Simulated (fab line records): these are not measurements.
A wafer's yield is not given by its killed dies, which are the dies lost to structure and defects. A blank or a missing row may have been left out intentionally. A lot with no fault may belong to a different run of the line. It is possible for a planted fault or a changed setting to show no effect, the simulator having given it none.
The same fault as seen by 3 desks | flow n5 finfet | each desk holds nothing but its own numbers, with what lay behind them at the end

THE METROLOGY DESK
What the gauges read for every lot (on any tool): the sampled wafers with a number, averaged. Any lot whose mean is over 4 standard deviations away from the usual mean is out of limits and marked OUT; that distance is given in the brackets. It has 10 readings; the 7 that lie furthest out on some lot are the ones shown.
Columns: A = DIBL_N at N5_BEOL_M4_RC_MEAS_101, usual 35.9 mV/V; B = IOFF_N at N5_BEOL_M4_RC_MEAS_101, usual 0.152 nA/um; C = IOFF_P at N5_BEOL_M4_RC_MEAS_101, usual 0.204 nA/um; D = ION_P at N5_BEOL_M4_RC_MEAS_101, usual 462 uA/um; E = SS_P at N5_BEOL_M4_RC_MEAS_101, usual 73.2 mV/dec; F = VT_N at N5_BEOL_M4_RC_MEAS_101, usual 250.3 mV; G = VT_P at N5_BEOL_M4_RC_MEAS_101, usual -250.6 mV
lot  | first seen here | A    | B     | C     | D   | E    | F     | G
L426 | day 8 18:44     | 35.4 | 0.166 | 0.203 | 460 | 73.6 | 248.2 | -251.5
L430 | day 9 16:55     | 36.4 | 0.151 | 0.205 | 462 | 73.8 | 249.1 | -251.7
L431 | day 10 14:52    | 36.9 | 0.155 | 0.230 | 463 | 73.8 | 250.5 | -249.1
L432 | day 11 00:04    | 34.8 | 0.132 | 0.183 | 464 | 72.6 | 253.1 | -251.8
L439 | day 12 07:56    | 33.7 | 0.148 | 0.213 | 473 | 72.9 | 249.6 | -247.9
L443 | day 13 14:14    | 34.7 | 0.148 | 0.203 | 468 | 73.3 | 251.6 | -251.3
L445 | day 13 17:28    | 35.9 | 0.158 | 0.182 | 454 | 73.3 | 249.6 | -254.8
L444 | day 13 17:34    | 36.2 | 0.169 | 0.225 | 469 | 72.8 | 246.8 | -248.2
L446 | day 14 01:35    | 35.1 | 0.133 | 0.171 | 455 | 73.3 | 253.8 | -255.0
L447 | day 14 19:56    | 39.0 | 0.194 | 0.253 | 461 | 74.3 | 248.7 | -248.9
This desk found nothing out of limits on any of the 10 lots.

THE TOOL OWNER'S DESK: ald metal-04
The tool's own readings at N5_MOL_CONTACT_COAG_ALD_20 (deposits TiN, target thk 1.5 nm, pulse time 1 s, purge time 3 s): means of the sampled wafers that have a number, for each lot that ran on this tool. Any lot whose mean is over 4 standard deviations away from the usual mean is out of limits and marked OUT; that distance is given in the brackets.
Columns: A = heater power w at N5_MOL_CONTACT_COAG_ALD_20, usual 917 W; B = precursor pulse height rel at N5_MOL_CONTACT_COAG_ALD_20, usual 1.003
lot  | first seen here | A   | B
L426 | day 5 05:04     | 934 | 1.006
L430 | day 6 01:29     | 905 | 1.008
L431 | day 6 03:52     | 932 | 0.984
L432 | day 6 18:22     | 918 | 0.982
L443 | day 9 02:36     | 913 | 0.993
L444 | day 9 09:58     | 949 | 1.003
L445 | day 9 16:56     | 918 | 1.010
L446 | day 9 23:07     | 914 | 1.010
L447 | day 10 02:14    | 932 | 1.014
This desk found nothing out of limits on any of the 9 lots.

THE DEFECT DESK
Counts from the inspections along the route, per lot, as means over the sampled wafers that have a number. Any lot whose mean is over 4 standard deviations away from the usual mean is out of limits and marked OUT; that distance is given in the brackets.
Columns: A = raw defect count at N5_MOL_CONTACT_COAG_INSPECT_10, usual 80
lot  | first seen here | A
L426 | day 5 03:42     | 81
L430 | day 5 23:32     | 80
L431 | day 6 02:51     | 62
L432 | day 6 14:40     | 118
L439 | day 8 04:17     | 74
L443 | day 9 01:16     | 67
L444 | day 9 08:52     | 88
L445 | day 9 15:52     | 123
L446 | day 9 21:53     | 81
L447 | day 10 00:40    | 70
This desk found nothing out of limits on any of the 10 lots.

PUT TOGETHER
At the metrology desk, nothing out of limits was observed.
The tool owner's desk saw nothing out of limits.
The defect desk saw nothing out of limits.

WHAT WAS PUT IN BY THE SIMULATOR
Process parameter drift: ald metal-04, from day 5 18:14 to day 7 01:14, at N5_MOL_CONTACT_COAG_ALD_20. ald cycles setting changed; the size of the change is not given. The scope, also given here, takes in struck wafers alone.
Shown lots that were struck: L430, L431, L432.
